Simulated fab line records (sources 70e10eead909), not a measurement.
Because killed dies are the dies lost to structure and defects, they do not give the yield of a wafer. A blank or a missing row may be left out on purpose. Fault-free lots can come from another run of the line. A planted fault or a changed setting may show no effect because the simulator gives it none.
fab line records -- flow nandHarc
[record] lots = 6, wafers = 18, lastDay = 34
route steps=1302 shown THIN_TSV@1255
lots untouched by any fault: they come from a run of this same line in which no faults occurred
startH: hours from the record's first day to the start of the lot's first wafer shown -- waitH: hours elapsed since this lot's preceding step -- " unchanged from the row above -- L1.1+2: several wafers, shown together as one row -- - no value, or no start was given -- * or withheld: withheld -- < > ~ a bound
route shown NAME@n: a module of which the file shows steps, and the number in the route of the first -- usual: mean/standard deviation of fault-free wafers -- same: alike in all rows -- chamber/n: place in a boat -- sites: the reading at each site -- _std_site: standard deviation of those values -- _edge_site: the outer-site mean with the inner-site mean subtracted -- radiusMm: how far each site lies from the wafer's centre -- mask NAME#n: copy n -- behind: tool/chamber where the wafer was last shaped -- hold: the reason the lot was held/the length of the hold in hours/how it ended -- device: which transistor (n, p or np) failed to switch -- end of line: tests of these same wafers at the route's end -- a step without rows: its recipe alone -- killed: not the wafer's yield, but the dies lost to structure and defects at the first sort -- map: per-die view of a wafer (x killed, . not killed, _ where there is no die)
set.NAME: the setting as run; set.NAME@STEP: as run at that earlier step -- model.NAME: the simulator's own value behind a step, which no gauge read
lots at selected steps of the route; one table per step, one row per wafer
services: when a tool's chamber went out of use (startH, in hours from the record's first day, below 0 if earlier), for how many hours, and the reason
[[steps]]
[step NHARC_THIN_TSV_EBR_08]
[step NHARC_THIN_TSV_EXPOSE_09]
[recipe] na = 0.55, doseMj = 30.7, maskId = TSV
[step NHARC_THIN_TSV_PEB_10]
[recipe] pebTempC = 118, pebTimeS = 85
[step NHARC_THIN_TSV_DEVELOP_11]
[recipe] timeS = 70
[step NHARC_THIN_TSV_CD_MEAS_12]
[recipe] targetCdNm = 1000, landingEnergyEv = 500
[usual] cdNm = 999.7/1.5
lot.wafer,tool,chamber,startH,waitH,cdNm
L376.1,cdSem-02,0,562.26,-,998.4
L376.3,cdSem-02,0,562.26,-,997.9
L376.5,cdSem-02,0,562.26,-,997.9
L394.2,cdSem-01,0,738.29,-,1000.6
L394.5,cdSem-01,0,738.29,-,1003.7
L394.6,cdSem-01,0,738.29,-,1003.1
L393.1,cdSem-03,0,747.35,-,1001.9
L393.2,cdSem-03,0,747.35,-,1001.1
L393.5,cdSem-03,0,747.35,-,999.6
L395.1,cdSem-01,0,748.67,-,999.0
L395.2,cdSem-01,0,748.67,-,999.7
L395.4,cdSem-01,0,748.67,-,999.9
L396.4,cdSem-02,0,778.11,-,997.4
L396.5,cdSem-02,0,778.11,-,998.7
L396.6,cdSem-02,0,778.11,-,999.4
L398.1,cdSem-02,0,797.08,-,1000.5
L398.2,cdSem-02,0,797.08,-,999.9
L398.3,cdSem-02,0,797.08,-,1000.9
[step NHARC_THIN_TSV_HARDBAKE_13]
[recipe] tempC = 125, timeS = 80
[step NHARC_THIN_TSV_DESCUM_14]
[recipe] timeS = 3, o2FlowSccm = 200, arFlowSccm = 0, biasPowerW = 0, chemistry = O2
[usual] drypumpMotorCurrentA = 5.8/0.42, oesProductAu = 1.001/0.0062, rfVppV = 57.6/0.93, showerheadPlenumPTorr = 1.90/0.077, throttleValvePct = 11.310/0.0095
lot.wafer,tool,chamber,startH,waitH,drypumpMotorCurrentA,oesProductAu,rfHoursCounterH,rfVppV,showerheadPlenumPTorr,throttleValvePct
L376.3,rieDiel-13,1,562.43,-,5.6,0.999,3.1,58.0,2.00,11.304
L376.1,rieDiel-13,3,562.43,-,6.1,1.010,3.3,58.6,1.90,11.300
L376.5,rieDiel-13,1,562.43,-,5.6,0.997,-,59.3,2.00,11.311
L394.2,rieDiel-13,2,738.47,-,5.6,1.000,1.8,57.6,1.78,11.303
L394.6,rieDiel-13,0,738.47,-,6.0,1.016,-,57.9,2.04,11.300
L394.5,rieDiel-13,1,738.47,-,5.6,1.008,-,57.6,1.99,11.294
L393.2,rieDiel-10,3,747.53,-,6.2,0.994,6.2,56.0,1.85,11.309
L393.1,rieDiel-10,0,747.53,-,6.0,0.984,6.5,59.6,1.88,11.311
L393.5,rieDiel-10,1,747.53,-,5.6,1.000,-,57.9,1.84,11.296
L395.1,rieDiel-10,2,748.83,-,5.1,0.999,6.4,55.4,1.89,11.296
L395.2,rieDiel-10,3,748.83,-,6.2,0.999,6.6,56.2,1.85,11.304
L395.4,rieDiel-10,0,748.83,-,6.0,1.002,6.9,56.3,1.88,11.319
L396.4,rieDiel-11,3,778.28,-,4.7,0.998,7.0,56.9,1.93,11.331
L396.5,rieDiel-11,1,778.28,-,5.8,1.002,-,56.9,1.86,11.302
L396.6,rieDiel-11,2,778.28,-,6.1,1.001,-,57.2,1.88,11.315
L398.1,rieDiel-10,1,797.24,-,5.6,1.005,0.8,58.1,1.84,11.300
L398.2,rieDiel-10,3,797.24,-,6.2,1.004,0.7,58.0,1.85,11.296
L398.3,rieDiel-10,0,797.24,-,6.0,1.007,0.7,57.1,1.88,11.312
[step NHARC_THIN_TSV_ETCH_44]
[recipe] targetDepthA = 15942, timeS = 797.1, cf4FlowSccm = 150, o2FlowSccm = 10, arFlowSccm = 0, rfW = 300, biasW = 800, chemistry = CF4/O2
[usual] drypumpMotorCurrentA = 5.8/0.42, oesProductAu = 1.002/0.0063, rfVppV = 794/4.3, showerheadPlenumPTorr = 1.83/0.069, throttleValvePct = 16.915/0.0089
lot.wafer,tool,chamber,startH,waitH,drypumpMotorCurrentA,oesProductAu,rfHoursCounterH,rfVppV,showerheadPlenumPTorr,throttleValvePct
L376.3,rieDiel-13,0,562.50,0.1,6.0,0.995,3.3,802,1.95,16.922
L376.1,rieDiel-13,1,562.50,0.1,5.6,1.000,3.2,798,1.91,16.905
L376.5,rieDiel-13,1,562.50,0.1,5.6,1.001,-,800,1.91,16.919
L394.2,rieDiel-13,1,738.65,0.2,5.6,0.997,1.6,799,1.90,16.920
L394.6,rieDiel-13,3,738.65,0.2,6.1,0.990,-,794,1.82,16.927
L394.5,rieDiel-13,0,738.65,0.2,6.0,1.009,-,801,1.95,16.910
L393.1,rieDiel-10,3,747.60,0.1,6.2,1.013,6.3,790,1.77,16.907
L393.2,rieDiel-10,0,747.60,0.1,6.0,1.014,6.6,794,1.80,16.917
L393.5,rieDiel-10,0,747.60,0.1,6.0,1.006,-,792,1.80,16.905
L395.2,rieDiel-10,2,748.92,0.1,5.1,1.004,6.5,794,1.81,16.912
L395.1,rieDiel-10,0,748.92,0.1,6.0,0.996,7.0,793,1.80,16.917
L395.4,rieDiel-10,1,748.92,0.1,5.6,0.999,5.1,789,1.77,16.922
L396.4,rieDiel-11,3,778.46,0.2,4.7,1.013,7.1,797,1.85,16.934
L396.5,rieDiel-11,1,778.46,0.2,5.7,1.009,-,790,1.79,16.920
L396.6,rieDiel-11,2,778.46,0.2,6.1,1.001,-,793,1.80,16.924
L398.3,rieDiel-10,3,797.32,0.1,6.2,1.007,0.8,791,1.77,16.913
L398.1,rieDiel-10,0,797.32,0.1,6.0,1.001,0.8,794,1.80,16.908
L398.2,rieDiel-10,1,797.32,0.1,5.6,1.004,0.9,790,1.76,16.918
[step NHARC_THIN_TSV_ETCH_15]
[recipe] targetDepthA = 30000, boschTargetOveretchCycles = 2, boschEtchStepS = 2.8, boschDepStepS = 1.2, boschCycles = 14
[usual] drypumpMotorCurrentA = 5.6/0.39, heBacksideLeakSccm = 2.61/0.19
lot.wafer,tool,chamber,startH,waitH,drypumpMotorCurrentA,heBacksideLeakSccm,rfHoursCounterH
L376.1,rieSi-04,1,563.07,-,6.0,2.56,0.2
L376.3,rieSi-04,2,563.07,-,5.8,2.90,0.2
L376.5,rieSi-04,2,563.07,-,5.8,2.58,-
L394.2,rieSi-01,1,739.13,-,5.7,2.68,0
L394.6,rieSi-01,1,739.13,-,5.7,2.58,-
L394.5,rieSi-01,2,739.13,-,5.5,2.75,-
L393.2,rieSi-02,0,748.18,-,6.1,2.20,0.8
L393.1,rieSi-02,1,748.18,-,5.5,2.53,0.7
L393.5,rieSi-02,0,748.18,-,6.1,2.27,-
L395.1,rieSi-02,2,749.49,-,5.0,2.80,0.7
L395.2,rieSi-02,3,749.49,-,5.1,2.71,0.8
L395.4,rieSi-02,0,749.49,-,6.1,2.41,0.8
L396.4,rieSi-04,0,778.97,-,5.7,2.70,-
L396.6,rieSi-04,2,778.97,-,5.8,2.92,-
L396.5,rieSi-04,3,778.97,-,5.6,2.73,-
L398.1,rieSi-02,1,797.90,-,5.6,2.49,0.9
L398.2,rieSi-02,2,797.90,-,5.0,2.71,0.9
L398.3,rieSi-02,0,797.90,-,6.0,2.39,1.1
[step NHARC_THIN_TSV_CD_MEAS_16]
[usual] cdNm = 999.7/1.6
lot.wafer,tool,chamber,startH,waitH,cdNm
L376.1,cdSem-01,-,563.24,0.2,998.1
L376.3,cdSem-01,-,563.24,0.2,997.6
L376.5,cdSem-01,-,563.24,0.2,998.0
L394.2,cdSem-03,-,739.30,0.2,1000.6
L394.5,cdSem-03,-,739.30,0.2,1003.2
L394.6,cdSem-03,-,739.30,0.2,1002.4
L393.1,cdSem-03,-,748.32,0.1,1001.4
L393.2,cdSem-03,-,748.32,0.1,1000.9
L393.5,cdSem-03,-,748.32,0.1,999.7
L395.1,cdSem-03,-,749.64,0.1,998.9
L395.2,cdSem-03,-,749.64,0.1,1000.1
L395.4,cdSem-03,-,749.64,0.1,1000.3
L396.4,cdSem-02,-,779.10,0.1,997.5
L396.5,cdSem-02,-,779.10,0.1,998.5
L396.6,cdSem-02,-,779.10,0.1,999.5
L398.1,cdSem-02,-,798.04,0.1,1000.9
L398.2,cdSem-02,-,798.04,0.1,1000.1
L398.3,cdSem-02,-,798.04,0.1,1001.0
[step NHARC_THIN_TSV_STRIP_45]
[recipe] powerW = 1500, tempC = 250, chemistry = O2
[usual] drypumpMotorCurrentA = 5.5/0.55, heaterPowerW = 311/20
lot.wafer,tool,chamber,startH,waitH,drypumpMotorCurrentA,heaterPowerW,rfHoursCounterH
L376.1,plasmaAsher-02,0,563.36,0.1,5.4,304,23
L376.3,plasmaAsher-02,0,563.36,0.1,5.4,301,-
L376.5,plasmaAsher-02,1,563.36,0.1,4.9,337,-
L394.2,plasmaAsher-02,1,739.43,0.1,4.9,322,24
L394.6,plasmaAsher-02,0,739.43,0.1,5.4,277,-
L394.5,plasmaAsher-02,1,739.43,0.1,4.9,332,-
L393.2,plasmaAsher-01,1,748.39,0.1,6.2,311,9
L393.1,plasmaAsher-01,0,748.39,0.1,6.2,308,9
L393.5,plasmaAsher-01,1,748.39,0.1,6.2,311,-
L395.2,plasmaAsher-02,0,749.71,0.1,5.4,281,27
L395.1,plasmaAsher-02,1,749.71,0.1,4.9,332,27
L395.4,plasmaAsher-02,0,749.71,0.1,5.4,292,-
L396.4,plasmaAsher-02,0,779.30,0.2,5.4,279,-
L396.5,plasmaAsher-02,1,779.30,0.2,4.9,319,-
L396.6,plasmaAsher-02,0,779.30,0.2,5.4,280,-
L398.1,plasmaAsher-02,0,798.12,0.1,5.4,297,2
L398.2,plasmaAsher-02,1,798.12,0.1,4.8,351,2
L398.3,plasmaAsher-02,1,798.12,0.1,4.9,338,-
[step NHARC_THIN_TSV_STRIP_46]
[recipe] timeS = 1200, tempC = 72.5, chemistry = postEtchResidueRemover
[step NHARC_THIN_TSV_DEP_47]
[recipe] targetThkA = 2000, tempC = withheld, pressureTorr = 6.5, rfW = 900, teosFlowSccm = 161.4, flowSccm = 2650, targetThkNm = 200, gas = O2, material = SiO2
[usual] chamberPressureTorr = 6.500/0.014, rfFwdPowerW = 897.7/2.8, throttleValvePct = 15.8/0.39
lot.wafer,tool,chamber,startH,waitH,chamberPressureTorr,rfFwdPowerW,throttleValvePct
L376.3,pecvd-02,2,564.11,-,6.513,898.9,16.2
L376.1,pecvd-02,0,564.11,-,6.509,895.9,14.8
L376.5,pecvd-02,1,564.11,-,6.515,906.3,15.9
L394.2,pecvd-01,1,740.23,-,-,-,-
L394.5,pecvd-01,0,740.23,-,-,-,-
L394.6,pecvd-01,2,740.23,-,-,-,-
L393.2,pecvd-03,2,749.19,-,-,-,-
L393.1,pecvd-03,0,749.19,-,-,-,-
L393.5,pecvd-03,2,749.19,-,-,-,-
L395.2,pecvd-03,1,750.51,-,6.510,898.1,15.5
L395.1,pecvd-03,0,750.51,-,6.482,895.9,16.1
L395.4,pecvd-03,2,750.51,-,6.484,898.7,15.7
L396.6,pecvd-03,2,780.16,-,6.467,893.9,15.4
L396.4,pecvd-03,0,780.16,-,6.513,900.8,15.9
L396.5,pecvd-03,1,780.16,-,6.494,899.3,15.7
L398.1,pecvd-02,1,798.92,-,6.495,896.8,16.0
L398.3,pecvd-02,2,798.92,-,6.499,894.5,15.8
L398.2,pecvd-02,0,798.92,-,6.521,895.3,15.5
[step NHARC_THIN_TSV_ETCHBACK_48]
[recipe] targetDepthA = 10285, overEtchFrac = 0.3, timeS = 405.17, ionEnergyEv = 250, c4f8FlowSccm = withheld, arFlowSccm = withheld, rfW = 600, biasW = 300, chemistry = C4F8/Ar
[usual] oesProductAu = 0.938/0.026, rfVppV = 546/3.1
lot.wafer,tool,chamber,startH,waitH,oesProductAu,rfHoursCounterH,rfVppV
L376.1,rieDiel-11,2,564.51,-,0.915,6,547
L376.3,rieDiel-11,0,564.51,-,0.927,6,549
L376.5,rieDiel-11,3,564.51,-,0.927,-,545
L394.2,rieDiel-13,1,740.69,0.4,0.929,2,549
L394.6,rieDiel-13,2,740.69,0.4,0.925,-,541
L394.5,rieDiel-13,3,740.69,0.4,0.923,-,547
L393.2,rieDiel-13,1,749.59,0.4,0.934,2,548
L393.1,rieDiel-13,0,749.59,0.4,0.934,3,553
L393.5,rieDiel-13,1,749.59,0.4,0.933,-,550
L395.2,rieDiel-13,2,750.91,-,0.927,3,543
L395.4,rieDiel-13,3,750.91,-,0.918,3,547
L395.1,rieDiel-13,0,750.91,-,0.926,3,551
L396.4,rieDiel-11,0,780.53,-,0.922,7,552
L396.5,rieDiel-11,1,780.53,-,0.914,-,546
L396.6,rieDiel-11,2,780.53,-,0.953,-,546
L398.1,rieDiel-10,1,799.35,-,0.963,1,542
L398.2,rieDiel-10,2,799.35,-,0.975,1,547
L398.3,rieDiel-10,3,799.35,-,0.981,1,544
[[services]]
tool,chamber,startH,hours,kind
pecvd-03,-,547.04,13.0,pm
rieSi-04,3,556.01,10.0,repair
pecvd-02,-,564.50,1.3,repair
rieSi-02,2,576.35,5.8,repair
pecvd-02,-,589.27,13.0,pm
rieSi-02,1,594.49,5.1,repair
rieDiel-10,-,596.50,9.0,pm
plasmaAsher-02,-,603.00,9.0,pm
pecvd-02,-,606.89,0.4,repair
rieDiel-11,-,609.50,9.0,pm
rieDiel-10,1,617.30,48.2,repair
pecvd-03,1,623.09,16.5,repair
rieSi-02,-,631.00,9.0,pm
rieDiel-11,0,643.75,1.4,repair
pecvd-03,1,658.53,1.7,repair
rieDiel-11,2,661.46,5.6,repair
rieSi-04,1,665.95,3.2,repair
rieDiel-11,-,695.65,5.3,repair
rieDiel-13,-,696.00,9.0,pm
rieDiel-11,1,726.46,1.7,repair
pecvd-03,-,728.04,13.0,pm
rieDiel-10,-,773.50,9.0,pm
plasmaAsher-02,-,780.26,9.0,pm
rieDiel-11,-,786.50,9.0,pm
[[key]]
[firstSign] step = NHARC_THIN_TSV_DEP_47, reading = toolRecord, direction = missing
effect none on later readings
metAt NHARC_THIN_TSV_DEP_47
struckWafers L393.1,L393.2,L393.5,L394.2,L394.5,L394.6
laterRowsLeftOut L393.1,L393.2,L393.5,L394.2,L394.5,L394.6
sortLeftOut L393.1,L393.2,L393.5,L394.2,L394.5,L394.6
[fault] kind = skippedStepWhole, tool = pecvd-01,pecvd-03, chamber = -, onsetH = 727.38, steps = NHARC_THIN_TSV_DEP_47, scope = struckLotsOnly
// sortLeftOut: the simulated sort isn't trusted on such a fault, so these wafers' sort isn't shown, and their yield isn't known
// laterRowsLeftOut: the simulator's readings of these wafers behind a module that went badly wrong aren't trusted and aren't shown, but for the sort
